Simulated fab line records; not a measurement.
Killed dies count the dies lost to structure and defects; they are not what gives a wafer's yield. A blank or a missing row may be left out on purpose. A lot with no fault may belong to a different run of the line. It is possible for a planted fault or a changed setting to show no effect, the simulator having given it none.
fab line records    flow nandHarc    part 2 of 2: steps 31 to 40 of 40
[record] lots = 5  wafers = 15  lastDay = 33
route steps=1302 shown P_STI@91 P_GATE@110
lots with no fault: from the same line, run without faults
startH: hours from the record's first day to the start of the lot's first wafer shown    waitH: hours from the lot's prior step to this one    " as in the row above    L1.1+2: several wafers, shown together as one row    - no value, or no start was given    * or withheld: withheld    < > ~ a bound
route shown NAME@n: a module of which the file shows steps, and the number in the route of the first    usual: average and standard deviation across the fault-free wafers    same: alike in all rows    chamber/n: place in a boat    sites: each site's reading    _std_site: how widely they spread, as a standard deviation    _edge_site: the outer-site mean with the inner-site mean subtracted    radiusMm: for every site, how far away it sits from the centre of the wafer    mask NAME#n: copy n    behind: tool/chamber where the wafer was last shaped    hold: what put the lot on hold/how long, in hours/how the hold closed    device: whichever transistor did not switch (one of n, p or np)    end of line: the same wafers' tests at the end of the route    a step without rows: its recipe alone    killed: the dies lost at the first sort to structure and to defects; this is not the yield of the wafer    map: the dies of a wafer, with x for killed, . for not killed, _ for no die there
set.NAME: setting as actually run; set.NAME@STEP: the setting as run at that earlier step    model.NAME: the simulator's own value behind a step, which no gauge read
a table for each step, a row for each wafer; lots at some steps of the route
services: the hour from which a tool's chamber was out of use, counted from the record's first day as startH (under 0 if before that day), plus the number of hours and why
[[steps]]
[step NHARC_P_GATE_CD_MEAS_11]
[recipe] targetCdNm = 1640  landingEnergyEv = 500
[usual] cdNm = 1640.6/1.3
lot.wafer  tool      chamber  startH  waitH  cdNm
L074.1     cdSem-02  0        84.69   -      1638.6
L074.2     "         0        "       "      1638.4
L074.4     "         0        "       "      1638.8
L078.2     cdSem-01  0        121.78  -      1640.8
L078.3     "         0        "       "      1641.0
L078.5     "         0        "       "      1640.2
L081.2     cdSem-03  0        157.56  -      1640.4
L081.4     "         0        "       "      1641.4
L081.5     "         0        "       "      1640.9
L095.2     cdSem-01  0        287.81  -      1639.7
L095.3     "         0        "       "      1641.1
L095.6     "         0        "       "      1639.8
L097.1     cdSem-01  0        309.91  -      1640.7
L097.2     "         0        "       "      1638.6
L097.5     "         0        "       "      1640.9
[step NHARC_P_GATE_HARDBAKE_12]
[recipe] tempC = 125  timeS = 80
[usual] chillPlateTempC = 22.98/0.12  heaterPowerTotalW = 184.0/0.73
lot.wafer  tool           chamber  startH  waitH  chillPlateTempC  heaterPowerTotalW
L074.1     lithoTrack-02  0        84.77   -      22.84            184.9
L074.2     "              0        "       "      22.79            183.2
L074.4     "              0        "       "      22.82            184.0
L078.2     lithoTrack-05  0        121.86  -      22.99            184.8
L078.3     "              0        "       "      22.78            183.8
L078.5     "              0        "       "      22.93            183.9
L081.2     lithoTrack-05  0        157.64  -      22.87            184.6
L081.4     "              0        "       "      22.80            184.7
L081.5     "              0        "       "      22.85            185.0
L095.2     lithoTrack-03  0        287.89  -      23.04            184.8
L095.3     "              0        "       "      23.04            184.8
L095.6     "              0        "       "      23.07            183.3
L097.1     lithoTrack-03  0        309.99  -      23.20            184.7
L097.2     "              0        "       "      23.09            183.0
L097.5     "              0        "       "      23.10            184.7
[step NHARC_P_GATE_DESCUM_13]
[recipe] timeS = 3  o2FlowSccm = 200  arFlowSccm = 0  biasPowerW = 0  chemistry = O2
[usual] drypumpMotorCurrentA = 5.6/0.45  oesProductAu = 1.001/0.0073  rfVppV = 57.6/0.94  showerheadPlenumPTorr = 1.88/0.079  throttleValvePct = 11.311/0.0095
lot.wafer  tool        chamber  startH  waitH  drypumpMotorCurrentA  oesProductAu  rfHoursCounterH  rfVppV  showerheadPlenumPTorr  throttleValvePct
L074.2     rieDiel-08  2        84.86   -      6.0                   1.005         3                56.8    1.81                   11.294
L074.1     "           3        "       "      6.2                   1.001         3                57.3    1.90                   11.324
L074.4     "           0        "       "      5.4                   1.003         3                57.6    1.96                   11.306
L078.2     rieDiel-13  1        121.95  -      5.2                   0.994         7                56.4    1.84                   11.316
L078.3     "           3        "       "      6.4                   0.977         7                56.5    1.79                   11.318
L078.5     "           0        "       "      5.1                   1.005         -                58.0    1.83                   11.314
L081.2     rieDiel-08  1        157.72  -      5.4                   0.992         7                57.1    2.01                   11.319
L081.4     "           3        "       "      6.2                   1.006         8                56.7    1.89                   11.313
L081.5     "           2        "       "      6.0                   1.009         -                58.6    1.80                   11.305
L095.3     rieDiel-08  3        287.97  -      6.2                   1.004         5                56.6    1.89                   11.306
L095.2     "           2        "       "      6.0                   1.005         5                56.8    1.80                   11.318
L095.6     "           3        "       "      6.2                   1.008         -                57.4    1.89                   11.309
L097.1     rieDiel-08  0        310.07  -      5.4                   1.001         7                57.9    1.96                   11.298
L097.2     "           3        "       "      6.2                   1.006         6                57.9    1.89                   11.311
L097.5     "           1        "       "      5.4                   1.000         -                58.1    2.00                   11.297
[step NHARC_P_GATE_ETCH_14]
[recipe] targetDepthA = 488  chemistry = dHF  material = SiO2
lot.wafer   tool         chamber  startH  waitH
L074.4+2+1  wetBench-01  5,6,7    84.99   0.1
L078.5+3+2  wetBench-01  6,1,3    122.07  0.1
L081.2+5+4  wetBench-09  1,2,5    157.86  0.1
L095.2+6+3  wetBench-01  1,4,5    288.11  0.1
L097.2+5+1  wetBench-09  2,6,7    310.21  0.1
[step NHARC_P_GATE_STRIP_15]
[recipe] timeS = 780  tempC = 130  chemistry = SPM
[usual] tempC = 130.00/0.12
lot.wafer  tool         chamber  startH  waitH  tempC
L074.4     wetBench-01  5        85.03   0.0    129.93
L074.2     "            6        "       "      129.94
L074.1     "            7        "       "      129.82
L078.5     wetBench-01  6        122.11  0.0    130.13
L078.3     "            1        "       "      130.00
L078.2     "            3        "       "      130.07
L081.2     wetBench-09  1        157.90  0.0    129.87
L081.5     "            2        "       "      130.00
L081.4     "            5        "       "      130.04
L095.2     wetBench-01  1        288.15  0.0    129.82
L095.6     "            4        "       "      130.08
L095.3     "            5        "       "      130.16
L097.2     wetBench-09  2        310.25  0.0    130.05
L097.5     "            6        "       "      130.02
L097.1     "            7        "       "      129.86
[step NHARC_P_GATE_PRECLEAN_71]
[recipe] timeS = *  tempC = 50  bathAgeMin = 0  chemistry = SC1
[usual] tempC = 50.01/0.12
[same] bathAgeMin = 0
lot.wafer  tool         chamber  startH  waitH  tempC
L074.4     wetBench-01  5        -       -      50.05
L074.2     "            6        "       "      49.96
L074.1     "            7        "       "      50.12
L078.5     wetBench-01  6        -       -      50.42
L078.3     "            1        "       "      50.16
L078.2     "            3        "       "      49.77
L081.2     wetBench-09  1        -       -      50.26
L081.5     "            2        "       "      49.99
L081.4     "            5        "       "      50.02
L095.2     wetBench-01  1        -       -      50.10
L095.6     "            4        "       "      49.93
L095.3     "            5        "       "      49.98
L097.2     wetBench-09  2        -       -      49.82
L097.5     "            6        "       "      50.06
L097.1     "            7        "       "      50.07
[step NHARC_P_GATE_SRD_72]
lot.wafer   tool         chamber  startH  waitH
L074.4+2+1  wetBench-01  5,6,7    -       -
L078.5+3+2  wetBench-01  6,1,3    -       -
L081.2+5+4  wetBench-09  1,2,5    -       -
L095.2+6+3  wetBench-01  1,4,5    -       -
L097.2+5+1  wetBench-09  2,6,7    -       -
[step NHARC_P_GATE_OXIDE_16]
[recipe] targetThkA = 30  tempC = 875  oxTimeS = 392  material = SiO2
[usual] zonePowerCentrePct = 16.6/0.93
lot.wafer  tool        chamber  startH  waitH  zonePowerCentrePct
L074.1     furnace-06  0        88.59   -      17.0
L074.2     "           0        "       "      17.1
L074.4     "           0        "       "      17.4
L078.2     furnace-04  0        125.54  -      15.5
L078.3     "           0        "       "      15.5
L078.5     "           0        "       "      15.2
L081.2     furnace-06  0        161.57  -      17.4
L081.4     "           0        "       "      17.1
L081.5     "           0        "       "      17.0
L095.2     furnace-08  0        291.94  -      17.2
L095.3     "           0        "       "      17.2
L095.6     "           0        "       "      17.4
L097.1     furnace-04  0        313.79  -      15.3
L097.2     "           0        "       "      15.3
L097.5     "           0        "       "      15.2
[step NHARC_P_GATE_CVD_17]
[recipe] targetThkA = 1500  tempC = 620  timeS = 900  material = poly-Si
[usual] zonePowerCentrePct = 9.1/0.67
lot.wafer  tool          chamber  startH  waitH  zonePowerCentrePct
L074.1     lpcvdPoly-04  0        94.76   2.6    9.5
L074.2     "             0        "       "      9.7
L074.4     "             0        "       "      9.7
L078.2     lpcvdPoly-02  0        131.78  2.7    8.3
L078.3     "             0        "       "      8.3
L078.5     "             0        "       "      8.3
L081.2     lpcvdPoly-01  0        167.67  2.5    9.5
L081.4     "             0        "       "      9.7
L081.5     "             0        "       "      9.6
L095.2     lpcvdPoly-02  0        298.15  2.7    8.3
L095.3     "             0        "       "      8.3
L095.6     "             0        "       "      8.2
L097.1     lpcvdPoly-01  0        319.78  2.5    9.7
L097.2     "             0        "       "      9.5
L097.5     "             0        "       "      9.5
[step NHARC_P_GATE_HM_DEP_102]
[recipe] targetThkA = 1200  tempC = 400  material = aC
[usual] throttleValvePct = 34.999/0.0082
lot.wafer  tool       chamber  startH  waitH  throttleValvePct
L074.1     aclDep-03  0        97.78   0.8    35.006
L074.2     "          0        "       "      34.995
L074.4     "          0        "       "      35.010
L078.2     aclDep-03  0        134.89  0.8    34.985
L078.3     "          0        "       "      35.005
L078.5     "          0        "       "      35.007
L081.2     aclDep-03  0        170.38  0.5    34.985
L081.4     "          0        "       "      35.003
L081.5     "          0        "       "      34.990
L095.2     aclDep-01  0        301.39  1.0    35.006
L095.3     "          0        "       "      34.995
L095.6     "          0        "       "      35.001
L097.1     aclDep-01  0        322.91  0.9    35.000
L097.2     "          0        "       "      35.002
L097.5     "          0        "       "      34.998
[[services]]
tool           chamber  startH  hours  kind
wetBench-07    -        30.11   2.3    repair
wetBench-03    -        37.65   8.0    pm
wetBench-04    -        51.20   8.0    pm
lithoTrack-02  -        52.00   7.0    pm
rieDiel-08     0        61.95   3.9    repair
lithoTrack-03  -        100.00  7.0    pm
wetBench-01    -        101.60  8.0    pm
lithoTrack-05  -        124.00  7.0    pm
hdpcvd-01      -        131.55  0.6    repair
wetBench-07    -        160.00  8.0    pm
wetBench-09    -        176.80  8.0    pm
hdpcvd-01      -        185.37  13.0   pm
rieDiel-08     -        190.80  9.0    pm
wetBench-03    -        213.65  8.0    pm
lithoTrack-02  -        227.00  7.0    pm
wetBench-04    -        227.20  8.0    pm
wetBench-01    -        241.17  2.0    repair
wetBench-09    -        272.95  2.4    repair
lithoTrack-03  -        275.00  7.0    pm
wetBench-01    -        277.60  8.0    pm
furnace-03     -        296.41  26.0   pm
hdpcvd-01      -        297.44  1.7    repair
lithoTrack-05  -        299.00  7.0    pm
wetBench-01    -        313.95  7.0    repair
